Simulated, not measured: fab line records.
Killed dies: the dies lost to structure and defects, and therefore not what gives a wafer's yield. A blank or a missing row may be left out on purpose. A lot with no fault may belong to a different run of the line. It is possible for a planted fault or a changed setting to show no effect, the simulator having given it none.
fab line records ; flow nand-harc
record: lots: 11; wafers: 33; last-day: 24
route steps=1159 shown A_ONON_D1@440 A_CHANNEL_HOLE_D1@469 END@1159
lots untouched by any fault: they come from a run of this same line in which no faults occurred
start-h: hours from the record's first day to the start of the lot's first wafer shown ; wait-h: hours since the lot's step before ; " repeats the value in the row above ; L1.1+2: several wafers, shown together as one row ; - no value present, or no start provided ; * or withheld: withheld ; < > ~ a bound
route shown NAME@n: names a module that has steps shown in the file, with the first one's number in the route ; usual: mean/standard deviation of fault-free wafers ; same: alike in all rows ; chamber/n: place in a boat ; sites: the reading at each site ; _std_site: the standard deviation of these ; _edge_site: inner sites' mean taken away from outer sites' mean ; radius-mm: for every site, how far away it sits from the centre of the wafer ; mask NAME#n: copy n ; behind: the last tool/chamber to shape the wafer ; hold: what put the lot on hold/how long, in hours/how the hold closed ; device: whichever transistor did not switch (one of n, p or np) ; end of line: tests run on the same wafers once the route is complete ; a step without rows: its recipe alone ; killed: at the first sort, the dies lost to defects and structure; wafer yield is something else ; map: a wafer's dies, x killed, . not, _ none there
set.NAME: the run value of the setting; set.NAME@STEP: its run value at that earlier step ; model.NAME: the simulator's own value behind a step, which no gauge read
a sample of lots followed through the steps of the route, with each step as a table and each wafer as a row
services: a tool's chamber out of use, with start hour (start-h, from the record's first day; less than 0 if before it), hours out, and reason
== steps ==
step: NHARC_A_ONON_D1_DEP_22
recipe: target-thk-a: 10000; n2-flow-sccm: 2750; n2o-flow-sccm: 2000; nh3-flow-sccm: 500; sih4-flow-sccm: 210; temp-c: 400
usual: sih4-flow-sccm: 209.9/0.63; susceptor-temp-C: 400.01/0.22
lot.wafer;tool;chamber;start-h;wait-h;sih4-flow-sccm;susceptor-temp-C
L538.3;pecvd-onon-01;0;162.76;0.2;209.5;399.77
L538.4;pecvd-onon-01;0;162.76;0.2;210.2;399.88
L538.6;pecvd-onon-01;0;162.76;0.2;209.6;399.89
L540.1;pecvd-onon-01;0;185.76;0.1;208.7;400.12
L540.3;pecvd-onon-01;0;185.76;0.1;208.8;400.10
L540.4;pecvd-onon-01;0;185.76;0.1;209.9;400.03
L541.4;pecvd-onon-04;0;201.39;0.2;210.5;399.92
L541.5;pecvd-onon-04;0;201.39;0.2;209.8;400.09
L541.6;pecvd-onon-04;0;201.39;0.2;209.0;400.20
L543.2;pecvd-onon-04;0;206.82;0.1;208.4;400.01
L543.3;pecvd-onon-04;0;206.82;0.1;208.9;399.89
L543.4;pecvd-onon-04;0;206.82;0.1;209.8;400.32
L544.1;pecvd-onon-01;0;215.23;0.1;210.9;400.52
L544.5;pecvd-onon-01;0;215.23;0.1;211.3;400.32
L544.6;pecvd-onon-01;0;215.23;0.1;210.7;400.22
L547.2;pecvd-onon-01;0;223.00;0.1;210.7;400.43
L547.3;pecvd-onon-01;0;223.00;0.1;210.4;400.35
L547.4;pecvd-onon-01;0;223.00;0.1;210.0;400.25
L548.2;pecvd-onon-01;0;248.41;0.1;209.2;399.84
L548.3;pecvd-onon-01;0;248.41;0.1;208.8;399.76
L548.5;pecvd-onon-01;0;248.41;0.1;210.1;399.91
L549.2;pecvd-onon-01;0;248.76;0.1;210.6;399.60
L549.5;pecvd-onon-01;0;248.76;0.1;210.3;399.92
L549.6;pecvd-onon-01;0;248.76;0.1;209.1;399.91
L557.1;pecvd-onon-03;0;290.77;0.1;209.6;400.02
L557.2;pecvd-onon-03;0;290.77;0.1;209.3;399.67
L557.5;pecvd-onon-03;0;290.77;0.1;209.7;399.50
L558.3;pecvd-onon-04;0;290.84;0.2;210.0;400.10
L558.5;pecvd-onon-04;0;290.84;0.2;210.1;400.06
L558.6;pecvd-onon-04;0;290.84;0.2;210.8;399.94
L560.3;pecvd-onon-03;0;307.09;0.2;210.8;399.85
L560.4;pecvd-onon-03;0;307.09;0.2;210.4;399.94
L560.5;pecvd-onon-03;0;307.09;0.2;210.0;399.72
step: NHARC_A_ONON_D1_THK_MEAS_24
recipe: thk-meas-gauge: ellipsometry
usual: thk-nm: 1000/9.5
lot.wafer;tool;chamber;start-h;wait-h;thk-nm
L538.3;film-metro-01;-;163.15;-;1001
L538.4;film-metro-01;-;163.15;-;1003
L538.6;film-metro-01;-;163.15;-;1003
L540.1;film-metro-01;-;186.30;-;1009
L540.3;film-metro-01;-;186.30;-;1013
L540.4;film-metro-01;-;186.30;-;1013
L541.4;film-metro-02;-;201.72;-;992
L541.5;film-metro-02;-;201.72;-;993
L541.6;film-metro-02;-;201.72;-;996
L543.2;film-metro-02;-;207.29;-;999
L543.3;film-metro-02;-;207.29;-;1000
L543.4;film-metro-02;-;207.29;-;998
L544.1;film-metro-02;-;215.74;-;988
L544.5;film-metro-02;-;215.74;-;990
L544.6;film-metro-02;-;215.74;-;990
L547.2;film-metro-02;-;223.45;-;1003
L547.3;film-metro-02;-;223.45;-;1003
L547.4;film-metro-02;-;223.45;-;1002
L548.2;film-metro-01;-;248.86;-;1301
L548.3;film-metro-01;-;248.86;-;1004
L548.5;film-metro-01;-;248.86;-;1003
L549.2;film-metro-02;-;249.22;-;1292
L549.5;film-metro-02;-;249.22;-;996
L549.6;film-metro-02;-;249.22;-;996
L558.3;film-metro-01;-;291.24;-;1011
L558.5;film-metro-01;-;291.24;-;1013
L558.6;film-metro-01;-;291.24;-;1013
L557.1;film-metro-02;-;291.28;-;988
L557.2;film-metro-02;-;291.28;-;989
L557.5;film-metro-02;-;291.28;-;990
L560.3;film-metro-02;-;307.49;-;1000
L560.4;film-metro-02;-;307.49;-;1000
L560.5;film-metro-02;-;307.49;-;1000
step: NHARC_A_ONON_D1_DEP_33
recipe: target-thk-a: 2000; temp-c: 400; pressure-torr: 6.5; rf-w: 900; teos-flow-sccm: 161.4; flow-sccm: 2650; target-thk-nm: 200; gas: O2; material: SiO2
usual: heater-power-w: 553/82; mfc-precursor-sccm: 161.5/0.46; susceptor-temp-C: 400.00/0.23; throttle-valve-pct: 15.8/0.45
lot.wafer;tool;chamber;start-h;wait-h;heater-power-w;mfc-precursor-sccm;since-wet-clean-h;susceptor-temp-C;throttle-valve-pct
L538.3;pecvd-04;0;164.38;0.1;718;161.3;137;399.88;15.3
L538.6;pecvd-04;2;164.38;0.1;448;161.2;-;399.70;16.4
L538.4;pecvd-04;1;164.38;0.1;664;161.4;-;399.86;15.6
L540.3;pecvd-02;0;187.65;0.2;497;161.7;22;400.40;16.3
L540.1;pecvd-02;1;187.65;0.2;459;161.0;22;400.17;16.1
L540.4;pecvd-02;2;187.65;0.2;496;161.3;-;399.98;15.6
L541.6;pecvd-02;2;203.05;0.2;580;161.5;-;399.84;15.7
L541.4;pecvd-02;0;203.05;0.2;529;162.9;-;399.98;16.7
L541.5;pecvd-02;1;203.05;0.2;489;161.6;-;399.31;16.0
L543.2;pecvd-03;0;208.49;0.1;538;161.6;84;399.91;15.4
L543.3;pecvd-03;1;208.49;0.1;694;161.8;84;400.36;16.2
L543.4;pecvd-03;2;208.49;0.1;534;161.6;-;400.32;15.2
L544.1;pecvd-04;2;216.97;0.1;511;162.4;9;399.94;16.0
L544.6;pecvd-04;2;216.97;0.1;540;162.2;-;400.35;16.0
L544.5;pecvd-04;0;216.97;0.1;541;160.4;-;400.12;15.5
L547.3;pecvd-03;2;224.67;0.1;456;162.1;100;400.36;15.7
L547.2;pecvd-03;0;224.67;0.1;502;161.4;100;399.97;15.3
L547.4;pecvd-03;1;224.67;0.1;679;161.5;-;400.22;15.9
L548.3;pecvd-02;1;250.05;0.1;485;162.0;84;399.96;15.8
L548.2;pecvd-02;2;250.05;0.1;614;162.2;84;399.95;15.8
L548.5;pecvd-02;0;250.05;0.1;460;160.9;-;399.77;16.6
L549.2;pecvd-04;0;250.41;0.1;574;161.6;42;400.07;15.5
L549.5;pecvd-04;0;250.41;0.1;609;161.7;-;399.68;15.1
L549.6;pecvd-04;1;250.41;0.1;611;161.1;-;399.96;15.2
L557.2;pecvd-02;0;292.51;0.1;410;160.8;127;399.99;16.6
L557.1;pecvd-02;1;292.51;0.1;498;162.1;127;400.33;16.2
L557.5;pecvd-02;2;292.51;0.1;578;161.4;-;400.02;15.6
L558.3;pecvd-04;2;292.53;0.1;486;161.3;85;400.00;16.3
L558.5;pecvd-04;1;292.53;0.1;638;161.2;-;399.95;15.3
L558.6;pecvd-04;2;292.53;0.1;487;160.7;-;400.16;15.8
L560.3;pecvd-04;1;308.93;0.3;638;161.4;101;400.33;15.0
L560.4;pecvd-04;2;308.93;0.3;525;160.7;-;400.04;16.2
L560.5;pecvd-04;1;308.93;0.3;639;161.4;-;400.34;15.3
step: NHARC_A_CHANNEL_HOLE_D1_ETCH_16
recipe: target-depth-a: 31000; over-etch-frac: 0.3; time-s: 806; ion-energy-ev: 150; o2-flow-sccm: 400; cos-flow-sccm: 20; ar-flow-sccm: 0; rf-w: 500; bias-w: 300; chemistry: O2/COS
usual: drypump-motor-current-A: 5.7/0.45; mfc-ar-sccm: 0.006/0.0088; o2-flow-sccm: 400.0/1.2; oes-product-au: 1.001/0.0099; rf-vpp-V: 314.1/1.9; showerhead-plenum-p-Torr: 3.11/0.12; throttle-valve-pct: 28.330/0.0086
lot.wafer;tool;chamber;start-h;wait-h;drypump-motor-current-A;mfc-ar-sccm;o2-flow-sccm;oes-product-au;rf-hours-counter-h;rf-vpp-V;showerhead-plenum-p-Torr;throttle-valve-pct
L538.4;rie-diel-06;0;-;-;5.9;0.024;399.6;0.982;7;316.3;3.25;28.330
L538.3;rie-diel-06;1;-;-;6.0;0.012;402.5;0.994;7;311.1;2.92;28.325
L538.6;rie-diel-06;2;-;-;5.6;0;399.4;0.991;-;312.3;2.99;28.340
L540.1;rie-diel-05;1;-;-;5.6;0.017;398.0;1.001;1;312.5;3.10;28.343
L540.3;rie-diel-05;2;-;-;5.5;0.019;398.6;1.010;1;314.7;3.15;28.332
L540.4;rie-diel-05;3;-;-;5.4;0;400.6;1.004;1;313.6;3.13;28.336
L541.4;rie-diel-07;3;-;-;6.1;0;397.8;0.990;10;313.9;3.04;28.327
L541.5;rie-diel-07;0;-;-;6.8;0;401.2;0.997;-;313.2;3.13;28.329
L541.6;rie-diel-07;1;-;-;5.9;0;400.0;0.996;-;316.0;3.28;28.324
L543.2;rie-diel-05;3;-;-;5.4;0;401.0;1.004;2;313.1;3.13;28.325
L543.3;rie-diel-05;0;-;-;5.2;0;400.3;0.993;2;315.9;3.27;28.336
L543.4;rie-diel-05;2;-;-;5.5;0.019;400.2;1.009;2;314.1;3.15;28.335
L544.1;rie-diel-05;3;-;-;5.4;0;401.5;1.007;3;314.1;3.13;28.326
L544.5;rie-diel-05;2;-;-;5.5;0.019;400.3;1.013;-;316.0;3.15;28.322
L544.6;rie-diel-05;3;-;-;5.4;0;400.5;1.007;-;315.5;3.13;28.314
L547.3;rie-diel-06;2;-;-;5.7;0;400.4;0.994;14;310.1;2.99;28.336
L547.4;rie-diel-06;3;-;-;5.0;0;398.2;1.002;13;312.2;2.93;28.330
L547.2;rie-diel-06;0;-;-;5.9;0.024;397.4;1.001;12;316.5;3.25;28.316
L548.3;rie-diel-05;2;-;-;5.5;0.019;399.2;1.012;4;314.4;3.14;28.330
L548.5;rie-diel-05;0;-;-;5.2;0;398.9;1.002;-;316.9;3.26;28.336
L549.6;rie-diel-07;3;-;-;6.1;0;400.2;0.986;-;314.6;3.03;28.330
L549.5;rie-diel-07;0;-;-;6.7;0;399.4;0.985;-;314.8;3.13;28.347
L558.3;rie-diel-05;0;-;-;5.2;0;399.5;1.000;8;315.2;3.26;28.330
L558.6;rie-diel-05;1;-;-;5.6;0.017;402.5;1.005;-;315.2;3.09;28.325
L558.5;rie-diel-05;2;-;-;5.5;0.019;399.2;1.008;-;314.0;3.14;28.324
L557.1;rie-diel-06;3;-;-;5.0;0;401.5;1.004;4;312.0;2.93;28.327
L557.2;rie-diel-06;0;-;-;5.9;0.024;399.8;1.000;4;316.6;3.25;28.326
L557.5;rie-diel-06;3;-;-;5.0;0;399.8;0.992;-;311.2;2.93;28.338
L560.4;rie-diel-07;1;-;-;5.9;0;400.0;0.992;4;315.9;3.28;28.347
L560.3;rie-diel-07;2;-;-;6.3;0;401.2;1.001;4;315.1;3.26;28.341
L560.5;rie-diel-07;1;-;-;5.9;0;399.3;0.994;-;315.1;3.28;28.330
step: NHARC_A_CHANNEL_HOLE_D1_ETCH_21
recipe: bias-v: 3000; source-w: withheld; pressure-mtorr: 20; time-s: 514.3; ar-flow-sccm: 375; c4f8-flow-sccm: 89.3; o2-flow-sccm: 35.7; temp-c: -20; target-depth-a: 16000; chemistry: C4F8/O2/Ar
usual: drypump-motor-current-A: 5.3/0.31; mfc-ar-sccm: 375.0/1.1; o2-flow-sccm: 35.69/0.12; showerhead-plenum-p-Torr: 3.72/0.092; throttle-valve-pct: 32.155/0.0097
lot.wafer;tool;chamber;start-h;wait-h;drypump-motor-current-A;mfc-ar-sccm;o2-flow-sccm;rf-hours-counter-h;showerhead-plenum-p-Torr;throttle-valve-pct
L538.4;har-etch-01;1;171.37;0.3;5.4;374.4;35.66;-;3.83;32.163
L538.3;har-etch-01;0;171.37;0.3;4.8;376.5;35.57;-;3.71;32.163
L538.6;har-etch-01;1;171.37;0.3;5.4;375.6;35.61;-;3.83;32.153
L540.1;har-etch-01;0;193.39;0.3;4.8;375.5;35.86;197;3.70;32.157
L540.4;har-etch-01;1;193.39;0.3;5.4;374.4;35.79;-;3.82;32.161
L540.3;har-etch-01;0;193.39;0.3;4.8;374.2;35.75;-;3.70;32.164
L541.4;har-etch-01;0;208.61;0.3;4.8;373.0;35.53;-;3.70;32.163
L541.5;har-etch-01;1;208.61;0.3;5.4;373.0;35.58;-;3.82;32.149
L541.6;har-etch-01;0;208.61;0.3;4.8;372.8;35.46;-;3.70;32.164
L543.2;har-etch-02;1;213.46;0.3;5.5;376.3;35.64;118;3.82;32.150
L543.3;har-etch-02;1;213.46;0.3;5.5;374.4;35.72;-;3.82;32.149
L543.4;har-etch-02;0;213.46;0.3;5.7;374.3;35.60;-;3.60;32.151
L544.1;har-etch-02;0;224.34;0.3;5.6;375.7;35.69;125;3.60;32.152
L544.5;har-etch-02;0;224.34;0.3;5.6;375.1;35.71;-;3.60;32.155
L544.6;har-etch-02;1;224.34;0.3;5.5;373.7;35.79;-;3.81;32.152
L547.2;har-etch-02;0;230.87;0.3;5.6;372.5;35.90;129;3.60;32.135
L547.4;har-etch-02;1;230.87;0.3;5.5;374.9;35.55;-;3.81;32.163
L547.3;har-etch-02;0;230.87;0.3;5.6;374.2;35.79;-;3.60;32.138
L548.3;har-etch-01;1;255.66;0.3;5.5;374.8;35.62;-;3.81;32.162
L548.5;har-etch-01;1;255.66;0.3;5.4;374.3;35.59;-;3.81;32.172
L549.5;har-etch-01;0;259.88;0.4;4.8;374.3;35.61;-;3.69;32.159
L549.6;har-etch-01;1;259.88;0.4;5.4;376.0;35.64;-;3.81;32.138
L558.3;har-etch-02;1;298.74;0.3;5.5;376.4;35.58;-;3.80;32.162
L558.5;har-etch-02;0;298.74;0.3;5.6;376.0;35.75;-;3.58;32.161
L558.6;har-etch-02;1;298.74;0.3;5.5;376.1;35.64;-;3.80;32.151
L557.2;har-etch-01;0;300.30;0.3;4.8;375.2;35.84;244;3.68;32.135
L557.1;har-etch-01;1;300.30;0.3;5.4;377.6;35.78;244;3.79;32.155
L557.5;har-etch-01;1;300.30;0.3;5.4;375.8;35.78;-;3.80;32.161
L560.4;har-etch-02;1;318.95;0.3;5.5;373.9;35.56;-;3.79;32.150
L560.3;har-etch-02;0;318.95;0.3;5.6;375.1;35.59;-;3.57;32.157
L560.5;har-etch-02;1;318.95;0.3;5.5;375.0;35.58;-;3.79;32.148
step: NHARC_END_SORT_01
recipe: temp-c: 25
usual: killed-at-array: 29/13; killed-at-other: 0.7/1; killed-at-periphery: 3.2/2.3; killed-dies: 33/13; killed-open: 3.3/1.7; killed-short: 2.0/1.5
same: gross-dies: 677
lot.wafer;tool;chamber;start-h;wait-h;killed-at-array;killed-at-other;killed-at-periphery;killed-dies;killed-open;killed-short
L548.2;prober-01;0;518.99;2.8;672;0;5;677;3;1
L548.3;prober-01;0;519.78;3.1;40;1;0;41;5;0
L548.5;prober-01;0;521.36;3.6;38;0;1;39;2;1
L549.2;prober-02;0;521.94;2.8;675;0;2;677;6;4
L549.5;prober-02;0;524.35;3.7;37;0;1;38;4;5
L549.6;prober-02;0;525.16;4.0;34;0;2;36;4;2
killed by level:class
L548.2 A_ONON_D1:area-dep=637 A_SLIT:chamber-film-flake=15 A_CHANNEL_HOLE_D1:chamber-film-flake=13 A_CONTACT:chamber-film-flake=4 P_CONTACT:geometric-particle:open=1 P_CONTACT:geometric-particle:short=1 A_WL_FILL:geometric-particle:open=1 A_CONTACT:geometric-particle:open=1
L548.3 A_CHANNEL_HOLE_D1:chamber-film-flake=19 A_SLIT:chamber-film-flake=10 A_CONTACT:chamber-film-flake=3 A_BLC:geometric-particle:open=2 A_ZERO_WELL:chamber-film-flake=2 A_ONON_D1:geometric-particle:open=1 A_M1:geometric-particle:open=1 STARTING-WAFER:geometric-particle:open=1
L548.5 A_CHANNEL_HOLE_D1:chamber-film-flake=21 A_SLIT:chamber-film-flake=11 A_ZERO_WELL:chamber-film-flake=2 A_CONTACT:chamber-film-flake=2 P_CONTACT:geometric-particle:open=1 A_ONON_D1:geometric-particle:short=1 A_M0:geometric-particle:open=1
L549.2 A_ONON_D1:area-dep=642 A_CHANNEL_HOLE_D1:chamber-film-flake=17 A_CONTACT:chamber-film-flake=6 A_CONTACT:geometric-particle:open=2 A_M1:geometric-particle:short=2 A_M1:geometric-particle:open=2 P_M1:chamber-film-flake=2 A_CHANNEL_FILL_D1:geometric-particle:open=1
L549.5 A_CHANNEL_HOLE_D1:chamber-film-flake=20 A_CONTACT:chamber-film-flake=7 A_CONTACT:geometric-particle:short=2 A_ZERO_WELL:chamber-film-flake=2 P_M0:geometric-particle:open=1 A_ONON_D1:geometric-particle:open=1 A_SGD_CUT:geometric-particle:short=1 A_WL_FILL:geometric-particle:short=1
L549.6 A_CHANNEL_HOLE_D1:chamber-film-flake=20 A_CONTACT:chamber-film-flake=5 A_ZERO_WELL:chamber-film-flake=3 P_M0:geometric-particle:short=1 A_CHANNEL_HOLE_D1:geometric-particle:open=1 A_CHANNEL_FILL_D1:geometric-particle:open=1 A_STAIRCASE:geometric-particle:open=1 A_WL_FILL:geometric-particle:open=1
== services ==
tool;chamber;start-h;hours;kind
rie-diel-06;-;142.00;0.7;repair
pecvd-02;-;153.00;13.0;pm
pecvd-onon-03;-;153.00;13.0;pm
rie-diel-05;-;163.74;9.0;pm
pecvd-onon-03;-;180.71;3.5;repair
pecvd-04;-;195.00;13.0;pm
pecvd-04;0;195.00;13.0;vent-cycle
pecvd-04;1;195.00;13.0;vent-cycle
pecvd-04;2;195.00;13.0;vent-cycle
pecvd-onon-01;-;195.31;13.0;pm
rie-diel-06;3;197.03;5.0;repair
pecvd-04;0;208.00;-;clean
pecvd-04;1;208.00;-;clean
pecvd-02;-;210.38;1.4;repair
rie-diel-07;-;228.20;9.0;pm
pecvd-onon-04;-;237.00;13.0;pm
rie-diel-06;-;241.20;9.0;pm
pecvd-04;2;250.01;4.5;repair
rie-diel-05;-;282.34;1.2;repair
pecvd-03;-;292.26;13.0;pm
har-etch-01;-;305.72;17.0;pm
har-etch-01;0;305.72;17.0;vent-cycle
har-etch-01;1;305.72;17.0;vent-cycle
rie-diel-05;-;315.81;2.7;repair
== key ==
first-sign: step: NHARC_A_ONON_D1_THK_MEAS_24; reading: thk-nm; direction: up; sigmas: 31; usual: 1000; struck: 1296
effect: step: NHARC_END_SORT_01; reading: killed-at-array; direction: up; sigmas: 50; usual: 29; struck: 674
more-kills-born-at: NHARC_A_ONON_D1_DEP_22@pecvd-onon-01: 1279
met-at NHARC_A_ONON_D1_DEP_22
struck-lots L548,L549
struck-wafers L548.2,L549.2
later-rows-left-out L548.2,L549.2
tester-left-out L548,L549
not-acting-at NHARC_A_ONON_D1_DEP_33,NHARC_A_CHANNEL_HOLE_D1_ETCH_16,NHARC_A_CHANNEL_HOLE_D1_ETCH_21
fault: kind: process-parameter-drift; tool: pecvd-onon-01; chamber: -; onset-h: 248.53; steps: NHARC_A_ONON_D1_DEP_22; channel: target-thk-a; offset: *; shape: step; end-h: 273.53; scope: struck-wafers-only; acts-in: *; stated: *
tester-left-out: of these lots the tester's yield and bins aren't shown, on N5 and GAA mostly nor the transistor test; their killed dies are dies lost to structure and defects alone, not to doping, threshold or leakage, so they don't give the yield
later-rows-left-out: the simulator's readings of these wafers behind a module that went badly wrong aren't trusted and aren't shown, but for the sort
